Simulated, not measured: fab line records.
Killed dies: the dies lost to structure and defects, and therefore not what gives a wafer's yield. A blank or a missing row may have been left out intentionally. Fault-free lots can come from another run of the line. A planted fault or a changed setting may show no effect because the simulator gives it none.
fab line records	flow nandHarc
record: lots: 6	wafers: 18	lastDay: 24
route steps=1159 shown A_M0@1000 END@1159
lots that met no fault: from a run of the same line without faults
startH: hours from the record's opening day to when the first of the lot's shown wafers began	waitH: time in hours since the lot's previous step	" identical to the entry in the row above	L1.1+2: a row that stands for several wafers	- no value, or no start was given	* or withheld: withheld	< > ~ a bound
route shown NAME@n: a module of which the file shows steps, and the number in the route of the first	usual: average and standard deviation across the fault-free wafers	same: alike in all rows	chamber/n: place in a boat	sites: the reading at each site	_std_site: standard deviation across them	_edge_site: outer sites' mean less inner sites'	radiusMm: how far each site lies from the wafer's centre	mask NAME#n: copy n	behind: the tool/chamber that last shaped the wafer	hold: the reason the lot was held/the length of the hold in hours/how it ended	device: the n, p or np transistor that did not switch	end of line: the same wafers' tests at the end of the route	for a step that has no rows: nothing shown but its recipe	killed: dies that structure and defects cost at the first sort, which is not the same as the wafer's yield	map: shows each die of a wafer: x if killed, . if not, _ if none is there
set.NAME: the setting that was run; set.NAME@STEP: the one run at that earlier step	model.NAME: the simulator's own value behind a step, which no gauge read
lots at some steps of the route; a table a step, a row a wafer
services: from which hour (startH, from the record's first day; less than 0 if before it) a tool's chamber was out of use, for how many hours, and why
== steps ==
step: NHARC_A_M0_EBR_05
step: NHARC_A_M0_EXPOSE_06
recipe: na: 1.35	targetCdNm: 80	doseMj: 83.25	maskId: A_M0
step: NHARC_A_M0_PEB_07
recipe: pebTempC: 100	pebTimeS: 65
step: NHARC_A_M0_DEVELOP_08
recipe: developTimeS: 35	devTempC: 23
step: NHARC_A_M0_CD_MEAS_09
recipe: targetCdNm: 80	landingEnergyEv: 500
usual: cdNm: 80.2/0.79
lot.wafer	tool	chamber	startH	waitH	cdNm
L611.2	cdSem-02	0	441.02	-	80.5
L611.3	"	0	"	"	78.9
L611.5	"	0	"	"	80.1
L618.1	cdSem-01	0	477.51	-	80.3
L618.2	"	0	"	"	80.3
L618.3	"	0	"	"	81.4
L620.1	cdSem-01	0	478.98	-	80.2
L620.4	"	0	"	"	80.3
L620.5	"	0	"	"	79.4
L624.1	cdSem-03	0	502.56	-	79.9
L624.3	"	0	"	"	80.2
L624.4	"	0	"	"	79.6
L627.1	cdSem-01	0	522.49	-	81.1
L627.2	"	0	"	"	80.5
L627.3	"	0	"	"	80.4
L626.3	cdSem-02	0	535.64	-	79.4
L626.4	"	0	"	"	80.2
L626.6	"	0	"	"	80.5
step: NHARC_A_M0_OVL_MEAS_10
recipe: pitchNm: 160
usual: overlayXNm: -0.2/0.94	overlayYNm: 0.0/0.85
lot.wafer	tool	chamber	startH	waitH	overlayXNm	overlayYNm
L611.2	overlay-01	-	441.10	-	-0.6	0.1
L611.3	"	-	"	"	-0.6	0.0
L611.5	"	-	"	"	-0.5	-0.2
L618.1	overlay-02	-	477.60	-	-1.3	0.2
L618.2	"	-	"	"	-1.2	0.3
L618.3	"	-	"	"	-1.1	0.4
L620.1	overlay-01	-	479.07	-	0.1	-1.0
L620.4	"	-	"	"	-0.5	-0.8
L620.5	"	-	"	"	-0.4	-0.9
L624.1	overlay-01	-	502.65	-	-0.2	-0.2
L624.3	"	-	"	"	0.0	-0.4
L624.4	"	-	"	"	0.0	-0.3
L627.1	overlay-01	-	522.58	-	-0.9	0.4
L627.2	"	-	"	"	-0.8	0.4
L627.3	"	-	"	"	-1.1	0.8
L626.3	overlay-02	-	535.72	-	-2.3	1.2
L626.4	"	-	"	"	-2.3	0.2
L626.6	"	-	"	"	-1.7	0.2
step: NHARC_A_M0_INSPECT_11
usual: rawDefectCount: 31/11
lot.wafer	tool	chamber	startH	waitH	rawDefectCount
L611.2	defectInspect-02	-	441.16	0.1	28
L611.3	"	-	"	"	20
L611.5	"	-	"	"	20
L618.1	defectInspect-02	-	477.64	0.0	11
L618.2	"	-	"	"	20
L618.3	"	-	"	"	15
L620.1	defectInspect-02	-	479.11	0.0	13
L620.4	"	-	"	"	16
L620.5	"	-	"	"	16
L624.1	defectInspect-01	-	502.69	0.0	46
L624.3	"	-	"	"	33
L624.4	"	-	"	"	42
L627.1	defectInspect-01	-	522.62	0.0	37
L627.2	"	-	"	"	46
L627.3	"	-	"	"	41
L626.3	defectInspect-02	-	535.76	0.0	41
L626.4	"	-	"	"	38
L626.6	"	-	"	"	42
step: NHARC_A_M0_DESCUM_14
recipe: timeS: 3	o2FlowSccm: 200	arFlowSccm: 0	biasPowerW: 0	chemistry: O2
usual: drypumpMotorCurrentA: 5.8/0.5	oesProductAu: 0.996/0.013	rfVppV: 57.7/1	showerheadPlenumPTorr: 1.87/0.069	throttleValvePct: 11.310/0.0091
lot.wafer	tool	chamber	startH	waitH	drypumpMotorCurrentA	oesProductAu	rfHoursCounterH	rfVppV	showerheadPlenumPTorr	throttleValvePct
L611.2	rieDiel-01	0	441.22	0.1	5.2	0.989	8	58.2	1.81	11.313
L611.3	"	2	"	"	6.2	1.024	11	59.0	1.97	11.316
L611.5	"	1	"	"	5.6	0.994	-	57.2	1.81	11.297
L618.2	rieDiel-05	2	477.70	0.1	6.2	0.976	9	57.3	1.88	11.313
L618.3	"	3	"	"	6.0	0.998	10	59.2	1.86	11.320
L618.1	"	1	"	"	5.5	0.988	9	57.3	1.86	11.297
L620.4	rieDiel-01	1	479.17	0.1	5.6	1.009	12	57.4	1.81	11.319
L620.1	"	0	"	"	5.2	0.997	10	57.6	1.81	11.305
L620.5	"	1	"	"	5.6	1.003	-	56.8	1.81	11.312
L624.3	rieDiel-01	2	502.76	0.1	6.2	1.009	0	56.6	1.97	11.316
L624.1	"	3	"	"	5.4	0.996	0	56.5	1.91	11.299
L624.4	"	0	"	"	5.2	0.988	0	56.8	1.81	11.314
L627.1	rieDiel-09	3	522.68	0.1	5.2	1.002	6	57.7	1.79	11.317
L627.3	"	0	"	"	5.7	0.982	6	59.7	1.86	11.318
L627.2	"	2	"	"	6.5	0.983	6	59.0	1.84	11.308
L626.4	rieDiel-05	0	535.83	0.1	5.3	0.997	1	57.7	2.01	11.329
L626.3	"	2	"	"	6.2	0.995	0	58.5	1.88	11.314
L626.6	"	0	"	"	5.3	0.993	-	59.0	2.01	11.325
step: NHARC_A_M0_ETCH_34
recipe: targetDepthA: 400	overetchA: 120	timeS: 43.94	ionEnergyEv: 200	n2FlowSccm: 150	h2FlowSccm: 150	arFlowSccm: 0	rfW: 400	biasW: 150	chemistry: N2/H2
usual: drypumpMotorCurrentA: 5.8/0.51	oesProductAu: 0.996/0.012	rfVppV: 429.2/2.2	showerheadPlenumPTorr: 1.99/0.073	throttleValvePct: 14.172/0.0087
lot.wafer	tool	chamber	startH	waitH	drypumpMotorCurrentA	oesProductAu	rfHoursCounterH	rfVppV	showerheadPlenumPTorr	throttleValvePct
L611.2	rieDiel-01	3	441.30	0.1	5.4	1.005	10	430.8	2.03	14.183
L611.3	"	1	"	"	5.7	0.990	9	426.6	1.93	14.189
L611.5	"	0	"	"	5.2	0.996	-	427.3	1.92	14.159
L618.2	rieDiel-05	1	477.78	0.1	5.5	0.991	9	430.4	1.98	14.161
L618.3	"	3	"	"	6.1	0.981	10	429.3	1.98	14.162
L618.1	"	0	"	"	5.2	0.997	10	434.5	2.15	14.177
L620.1	rieDiel-01	1	479.26	0.1	5.7	1.001	12	428.7	1.93	14.178
L620.4	"	2	"	"	6.2	1.017	13	431.7	2.10	14.173
L620.5	"	0	"	"	5.2	1.003	-	428.4	1.92	14.163
L624.4	rieDiel-01	2	502.83	0.1	6.2	1.010	0	431.8	2.10	14.167
L624.1	"	3	"	"	5.4	0.997	0	430.6	2.03	14.159
L624.3	"	1	"	"	5.6	1.006	0	427.7	1.93	14.160
L627.2	rieDiel-09	0	522.76	0.1	5.7	0.981	6	430.2	1.98	14.167
L627.1	"	1	"	"	6.7	1.005	6	426.6	1.91	14.182
L627.3	"	2	"	"	6.5	0.990	6	427.2	1.96	14.183
L626.4	rieDiel-05	3	535.90	0.1	6.0	1.004	1	428.4	1.98	14.178
L626.3	"	1	"	"	5.5	0.994	0	429.2	1.98	14.173
L626.6	"	3	"	"	6.1	0.993	-	428.6	1.98	14.180
step: NHARC_A_M0_ETCH_15
recipe: targetDepthA: 1500	overetchA: 150	timeS: 82.5	c4f8FlowSccm: withheld	arFlowSccm: 400	rfW: 600	biasW: 300	chemistry: C4F8/Ar
usual: oesProductAu: 0.951/0.025	rfVppV: 439.3/2.2
lot.wafer	tool	chamber	startH	waitH	oesProductAu	rfHoursCounterH	rfVppV
L611.2	rieDiel-01	0	-	-	0.951	8	436.3
L611.3	"	2	"	"	0.994	11	442.9
L611.5	"	0	"	"	0.953	-	437.4
L618.3	rieDiel-05	3	-	-	0.901	10	439.0
L618.2	"	0	"	"	0.928	10	443.8
L618.1	"	1	"	"	0.914	9	438.8
L620.1	rieDiel-01	0	-	-	0.920	10	438.8
L620.4	"	2	"	"	0.947	13	443.2
L620.5	"	1	"	"	0.929	-	436.1
L624.4	rieDiel-01	0	-	-	0.976	0	438.5
L624.1	"	1	"	"	0.968	0	436.7
L624.3	"	2	"	"	0.983	0	442.9
L627.1	rieDiel-09	2	-	-	0.954	6	438.0
L627.3	"	0	"	"	0.951	6	440.1
L627.2	"	1	"	"	0.983	6	438.7
L626.4	rieDiel-05	2	-	-	0.975	0	440.5
L626.3	"	3	"	"	0.959	1	440.8
L626.6	"	3	"	"	0.951	-	438.1
step: NHARC_A_M0_CD_MEAS_16
usual: cdNm: 80.2/1.3
lot.wafer	tool	chamber	startH	waitH	cdNm
L611.2	cdSem-01	-	441.52	-	81.1
L611.3	"	-	"	"	77.5
L611.5	"	-	"	"	80.3
L618.1	cdSem-01	-	478.00	-	81.0
L618.2	"	-	"	"	79.4
L618.3	"	-	"	"	81.7
L620.1	cdSem-03	-	479.47	-	80.6
L620.4	"	-	"	"	80.2
L620.5	"	-	"	"	79.8
L624.1	cdSem-01	-	503.05	-	80.2
L624.3	"	-	"	"	80.9
L624.4	"	-	"	"	80.4
L627.1	cdSem-02	-	522.98	-	81.3
L627.2	"	-	"	"	80.4
L627.3	"	-	"	"	78.4
L626.3	cdSem-01	-	536.13	-	79.6
L626.4	"	-	"	"	81.5
L626.6	"	-	"	"	80.9
step: NHARC_A_M0_STRIP_18
recipe: powerW: 1000	n2FlowSccm: 150	h2FlowSccm: 150	arFlowSccm: 0	biasW: 0	chemistry: N2/H2
usual: chamberPressureMTorr: 29.996/0.028	drypumpMotorCurrentA: 5.8/0.49	oesProductAu: 0.994/0.014	rfVppV: 90.3/1	showerheadPlenumPTorr: 1.99/0.075	throttleValvePct: 14.170/0.0093
same: biasW: 0
lot.wafer	tool	chamber	startH	waitH	chamberPressureMTorr	drypumpMotorCurrentA	oesProductAu	rfHoursCounterH	rfVppV	showerheadPlenumPTorr	throttleValvePct
L611.2	rieDiel-09	3	441.63	0.1	29.996	5.2	1.000	0	91.4	1.90	14.166
L611.3	"	0	"	"	29.978	5.7	0.998	0	89.1	1.98	14.166
L611.5	"	3	"	"	30.066	5.2	1.003	-	90.9	1.90	14.155
L618.2	rieDiel-01	1	478.09	0.1	29.981	5.7	0.993	12	90.2	1.93	14.161
L618.1	"	2	"	"	30.012	6.2	1.008	13	91.0	2.10	14.160
L618.3	"	0	"	"	29.964	5.2	0.984	10	88.7	1.92	14.181
L620.1	rieDiel-05	0	479.54	0.1	30.019	5.3	0.997	10	91.0	2.15	14.168
L620.4	"	3	"	"	29.992	6.0	0.977	10	91.1	1.98	14.174
L620.5	"	1	"	"	30.025	5.5	0.988	-	89.7	1.98	14.165
L624.4	rieDiel-09	3	503.12	0.1	30.031	5.2	1.010	5	89.3	1.90	14.177
L624.3	"	0	"	"	29.990	5.7	0.989	5	89.6	1.98	14.182
L624.1	"	1	"	"	30.008	6.7	1.027	5	87.9	1.91	14.170
L627.3	rieDiel-09	1	523.05	0.1	30.014	6.7	1.003	6	89.5	1.91	14.168
L627.1	"	2	"	"	30.039	6.5	0.981	6	88.6	1.96	14.173
L627.2	"	0	"	"	29.971	5.7	0.993	6	89.6	1.98	14.180
L626.4	rieDiel-01	1	536.22	0.1	30.021	5.6	0.978	2	89.8	1.93	14.150
L626.3	"	2	"	"	30.018	6.2	1.023	2	91.7	2.10	14.171
L626.6	"	1	"	"	30.008	5.6	0.989	-	89.2	1.93	14.178
step: NHARC_A_M0_STRIP_19
recipe: timeS: 600	tempC: 30	chemistry: postEtchResidueRemover
usual: bathHeatDutyPct: 12.7/1.4	runLengthS: 603.0/1.1
lot.wafer	tool	chamber	startH	waitH	bathHeatDutyPct	runLengthS
L611.2	wetBench-02	0	441.88	-	14.6	603.8
L611.3	"	2	"	"	13.7	602.4
L611.5	"	5	"	"	13.3	603.0
L618.3	wetBench-04	2	478.37	-	-	-
L618.1	"	3	"	"	-	-
L618.2	"	7	"	"	-	-
L620.5	wetBench-02	2	479.83	-	-	-
L620.4	"	3	"	"	-	-
L620.1	"	6	"	"	-	-
L624.3	wetBench-02	1	503.40	-	13.3	603.4
L624.1	"	4	"	"	13.3	602.5
L624.4	"	5	"	"	13.1	602.4
L627.3	wetBench-04	5	523.33	-	10.6	602.8
L627.1	"	6	"	"	13.8	604.9
L627.2	"	2	"	"	12.1	601.6
L626.3	wetBench-04	4	536.47	-	14.2	601.5
L626.4	"	0	"	"	13.7	601.9
L626.6	"	1	"	"	12.0	602.8
step: NHARC_A_M0_DEGAS_28
recipe: tempC: 250	timeS: 60
usual: heaterPowerW: 332/36
lot.wafer	tool	chamber	startH	waitH	heaterPowerW
L611.3	pvdSputter-03	-	442.16	-	351
L611.2	"	-	"	"	313
L611.5	"	-	"	"	302
L618.2	pvdSputter-02	-	478.65	0.2	295
L618.1	"	-	"	"	352
L618.3	"	-	"	"	386
L620.1	pvdSputter-01	-	480.11	0.2	252
L620.4	"	-	"	"	350
L620.5	"	-	"	"	347
L624.1	pvdSputter-02	-	503.76	-	340
L624.3	"	-	"	"	389
L624.4	"	-	"	"	295
L627.3	pvdSputter-02	-	523.60	-	361
L627.2	"	-	"	"	383
L627.1	"	-	"	"	349
L626.4	pvdSputter-01	-	536.74	-	343
L626.3	"	-	"	"	252
L626.6	"	-	"	"	349
step: NHARC_END_SORT_01
recipe: tempC: 25
usual: defectLimitedYield: 95.5/1.3	killedAtArray: 26/8.4	killedAtOther: 0.7/0.97	killedAtPeriphery: 3.2/2.2	killedDies: 30/8.5	killedOpen: 3.4/2	killedShort: 2/1.3	sort_bin_2_pct: 1.5/0.52	sort_bin_3_pct: 0.21/0.18	sort_bin_4_pct: 2.8/0.91	sortNPass: 647/8.5	sortRimYieldPct: 94.8/2.7	sortYieldPct: 95.5/1.3
same: grossDies: 677	sort_bin_5_pct[%]: 0	sort_bin_6_pct[%]: 0	sort_bin_7_pct[%]: 0	sort_bin_8_pct[%]: 0	sortRimNGross: 106.00
lot.wafer	tool	chamber	startH	waitH	defectLimitedYield[%]	killedAtArray	killedAtOther	killedAtPeriphery	killedDies	killedOpen	killedShort	sort_bin_2_pct[%]	sort_bin_3_pct[%]	sort_bin_4_pct[%]	sortNPass	sortRimYieldPct[%]	sortYieldPct[%]
L611.2	prober-02	0	483.15	2.7	95.9	23	1	4	28	1	3	1.2	0.30	2.7	649	96.2	95.9
L611.3	prober-02	0	483.94	3.1	95.1	28	4	1	33	6	1	1.8	0.15	3.0	644	98.1	95.1
L611.5	prober-02	0	485.53	3.7	96.8	16	3	3	22	1	2	0.9	0	2.4	655	97.2	96.8
L618.1	prober-01	0	521.02	2.5	97.3	15	0	3	18	5	2	0.9	0	1.8	659	98.1	97.3
L618.2	prober-01	0	521.82	2.8	95.0	25	1	8	34	9	2	1.6	0.44	3.0	643	93.4	95.0
L618.3	prober-01	0	522.62	3.1	96.6	16	3	4	23	4	1	1.3	0.15	1.9	654	97.2	96.6
L620.1	prober-02	0	528.60	2.5	98.1	11	0	2	13	2	0	0.7	0	1.2	664	98.1	98.1
L620.4	prober-02	0	531.00	3.4	97.0	18	0	2	20	3	3	0.9	0	2.1	657	97.2	97.0
L620.5	prober-02	0	531.80	3.7	96.8	18	1	3	22	1	2	1.3	0.44	1.5	655	94.3	96.8
L624.1	prober-01	0	549.18	2.5	95.0	30	0	4	34	1	1	1.3	0.15	3.5	643	88.7	95.0
L624.3	prober-01	0	550.79	3.1	95.7	25	0	4	29	1	1	1.5	0.15	2.7	648	96.2	95.7
L624.4	prober-01	0	551.59	3.4	94.1	36	1	3	40	2	1	1.8	0.30	3.8	637	97.2	94.1
L627.1	prober-02	0	563.52	2.5	94.8	31	0	4	35	2	2	1.8	0.15	3.2	642	95.3	94.8
L627.2	prober-02	0	564.33	2.8	94.4	35	0	3	38	2	1	1.5	0.30	3.8	639	98.1	94.4
L627.3	prober-02	0	565.14	3.1	93.8	39	1	2	42	5	1	2.7	0.30	3.2	635	91.5	93.8
L626.3	prober-02	0	577.48	3.1	96.3	22	0	3	25	3	4	1.2	0	2.5	652	93.4	96.3
L626.4	prober-02	0	578.28	3.4	95.3	31	1	0	32	2	3	2.7	0.15	1.9	645	96.2	95.3
L626.6	prober-02	0	579.89	4.0	94.7	34	0	2	36	3	0	1.6	0.30	3.4	641	96.2	94.7
killed by level:class
L611.2 A_CHANNEL_HOLE_D1:chamberFilmFlake=16 P_STI:chamberFilmFlake=3 A_STAIRCASE:chamberFilmFlake=2 P_GATE:geometricParticle:short=1 A_SOURCE_PLATE:geometricParticle:short=1 A_ONON_D1:geometricParticle:short=1 A_CONTACT:geometricParticle:open=1 A_ZERO_WELL:chamberFilmFlake=1
L611.3 A_CHANNEL_HOLE_D1:chamberFilmFlake=14 THIN_TSV:chamberFilmFlake=4 A_CONTACT:chamberFilmFlake=3 A_ONON_D1:geometricParticle:open=2 A_CONTACT:geometricParticle:open=2 A_M0:geometricParticle:open=2 A_STAIRCASE:chamberFilmFlake=2 A_CHANNEL_HOLE_D1:geometricParticle:short=1
L611.5 A_CHANNEL_HOLE_D1:chamberFilmFlake=11 P_STI:chamberFilmFlake=2 A_M0:chamberFilmFlake=2 THIN_TSV:chamberFilmFlake=2 P_GATE:geometricParticle:short=1 A_BLC:geometricParticle:open=1 A_BLC:geometricParticle:short=1 A_CONTACT:chamberFilmFlake=1
L618.1 A_CONTACT:chamberFilmFlake=4 A_CONTACT:geometricParticle:open=3 A_CHANNEL_HOLE_D1:chamberFilmFlake=3 A_STAIRCASE:chamberFilmFlake=2 P_GATE:geometricParticle:open=1 P_CONTACT:geometricParticle:open=1 A_CONTACT:geometricParticle:short=1 A_M1:geometricParticle:short=1
L618.2 A_CHANNEL_HOLE_D1:chamberFilmFlake=7 A_CONTACT:geometricParticle:open=3 A_BLC:geometricParticle:open=3 P_ZERO_WELL:chamberFilmFlake=3 P_GATE:chamberFilmFlake=3 A_STAIRCASE:chamberFilmFlake=3 A_CONTACT:chamberFilmFlake=3 P_CONTACT:geometricParticle:short=1
L618.3 A_CONTACT:chamberFilmFlake=5 THIN_TSV:chamberFilmFlake=3 A_WL_FILL:geometricParticle:open=2 A_CHANNEL_FILL_D1:chamberFilmFlake=2 A_STAIRCASE:chamberFilmFlake=2 A_M1:chamberFilmFlake=2 P_CONTACT:geometricParticle:short=1 P_CONTACT:geometricParticle:open=1
L620.1 A_CHANNEL_HOLE_D1:chamberFilmFlake=4 A_STAIRCASE:chamberFilmFlake=3 A_CONTACT:chamberFilmFlake=3 P_CONTACT:geometricParticle:open=1 A_CONTACT:geometricParticle:open=1 P_GATE:chamberFilmFlake=1
L620.4 A_CHANNEL_HOLE_D1:chamberFilmFlake=6 A_CONTACT:chamberFilmFlake=4 A_WL_FILL:geometricParticle:short=2 A_STAIRCASE:chamberFilmFlake=2 A_ONON_D1:geometricParticle:short=1 A_ONON_D1:geometricParticle:open=1 A_CHANNEL_FILL_D1:geometricParticle:open=1 A_WL_FILL:geometricParticle:open=1
L620.5 A_CONTACT:chamberFilmFlake=7 A_CHANNEL_HOLE_D1:chamberFilmFlake=5 P_BONDPAD:chamberFilmFlake=3 A_STAIRCASE:chamberFilmFlake=2 A_ONON_D1:geometricParticle:short=1 A_CHANNEL_FILL_D1:geometricParticle:short=1 A_BLC:geometricParticle:open=1 A_SLIT:chamberFilmFlake=1
L624.1 A_CHANNEL_HOLE_D1:chamberFilmFlake=10 A_SLIT:chamberFilmFlake=9 A_M0:chamberFilmFlake=5 A_CONTACT:chamberFilmFlake=4 P_GATE:chamberFilmFlake=3 A_WL_FILL:geometricParticle:short=1 A_M0:geometricParticle:open=1 P_ZERO_WELL:chamberFilmFlake=1
L624.3 A_CHANNEL_HOLE_D1:chamberFilmFlake=10 A_SLIT:chamberFilmFlake=5 A_M0:chamberFilmFlake=4 A_STAIRCASE:chamberFilmFlake=3 A_CONTACT:chamberFilmFlake=2 P_M0:geometricParticle:open=1 A_WL_FILL:geometricParticle:short=1 P_ZERO_WELL:chamberFilmFlake=1
L624.4 A_SLIT:chamberFilmFlake=15 A_CHANNEL_HOLE_D1:chamberFilmFlake=13 A_CONTACT:chamberFilmFlake=3 P_GATE:chamberFilmFlake=2 A_STAIRCASE:chamberFilmFlake=2 P_GATE:geometricParticle:open=1 A_CHANNEL_FILL_D1:geometricParticle:short=1 A_CONTACT:geometricParticle:open=1
L627.1 A_CHANNEL_HOLE_D1:chamberFilmFlake=18 A_CONTACT:chamberFilmFlake=5 P_ZERO_WELL:chamberFilmFlake=2 A_STAIRCASE:chamberFilmFlake=2 A_WL_FILL:chamberFilmFlake=2 P_STI:geometricParticle:short=1 A_ONON_D1:geometricParticle:open=1 A_WL_FILL:geometricParticle:short=1
L627.2 A_CHANNEL_HOLE_D1:chamberFilmFlake=22 A_CONTACT:chamberFilmFlake=6 P_ZERO_WELL:chamberFilmFlake=3 A_SLIT:chamberFilmFlake=2 A_ONON_D1:geometricParticle:open=1 A_SGD_CUT:geometricParticle:short=1 A_M0:geometricParticle:open=1 A_CHANNEL_FILL_D1:chamberFilmFlake=1
L627.3 A_CHANNEL_HOLE_D1:chamberFilmFlake=25 A_CONTACT:chamberFilmFlake=7 A_ONON_D1:geometricParticle:open=2 P_ZERO_WELL:chamberFilmFlake=2 A_WL_FILL:geometricParticle:open=1 A_WL_FILL:geometricParticle:short=1 A_BLC:geometricParticle:open=1 A_M0:geometricParticle:open=1
L626.3 A_SLIT:chamberFilmFlake=5 A_SGD_CUT:chamberFilmFlake=4 A_CONTACT:geometricParticle:short=2 A_CHANNEL_HOLE_D1:chamberFilmFlake=2 A_STAIRCASE:chamberFilmFlake=2 A_CONTACT:chamberFilmFlake=2 P_GATE:geometricParticle:short=1 P_M2:geometricParticle:short=1
L626.4 A_SLIT:chamberFilmFlake=14 A_CHANNEL_HOLE_D1:chamberFilmFlake=6 A_SGD_CUT:chamberFilmFlake=4 A_CHANNEL_FILL_D1:geometricParticle:short=1 A_CHANNEL_FILL_D1:geometricParticle:open=1 A_CONTACT:geometricParticle:open=1 A_M0:geometricParticle:short=1 STARTING-WAFER:geometricParticle:short=1
L626.6 A_SLIT:chamberFilmFlake=19 A_CHANNEL_HOLE_D1:chamberFilmFlake=4 A_STAIRCASE:chamberFilmFlake=4 A_CONTACT:geometricParticle:open=2 P_ZERO_WELL:chamberFilmFlake=2 A_SGD_CUT:chamberFilmFlake=2 A_SOURCE_PLATE:geometricParticle:open=1 A_ZERO_WELL:chamberFilmFlake=1
== services ==
tool	chamber	startH	hours	kind
rieDiel-01	0	421.97	-	clean
rieDiel-01	1	421.97	-	clean
rieDiel-01	2	421.97	-	clean
rieDiel-01	3	421.97	-	clean
rieDiel-01	0	428.35	2.5	repair
rieDiel-09	-	431.10	9.0	pm
rieDiel-01	0	446.47	-	clean
rieDiel-01	1	446.47	-	clean
rieDiel-01	2	446.47	-	clean
rieDiel-01	3	446.47	-	clean
pvdSputter-03	-	458.00	10.0	pm
rieDiel-01	0	470.97	-	clean
rieDiel-01	1	470.97	-	clean
rieDiel-01	2	470.97	-	clean
rieDiel-01	3	470.97	-	clean
rieDiel-01	-	491.86	9.0	pm
rieDiel-01	0	491.86	9.0	ventCycle
rieDiel-01	1	491.86	9.0	ventCycle
pvdSputter-01	-	514.02	10.0	pm
wetBench-04	-	515.20	8.0	pm
rieDiel-05	-	517.60	9.0	pm
rieDiel-01	1	526.66	2.9	repair
rieDiel-01	3	527.39	5.3	repair
wetBench-02	-	532.03	8.0	pm
== key ==
firstSign: step: NHARC_A_M0_STRIP_19	reading: toolRecord	direction: missing
effect none on later readings
metAt NHARC_A_M0_STRIP_19
struckWafers L618.1,L618.2,L618.3,L620.1,L620.4,L620.5
onsetBetween 441.88 478.37
fault: kind: skippedStepWhole	tool: wetBench-02,wetBench-04	chamber: -	onsetH: 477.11	steps: NHARC_A_M0_STRIP_19	scope: struckLotsOnly
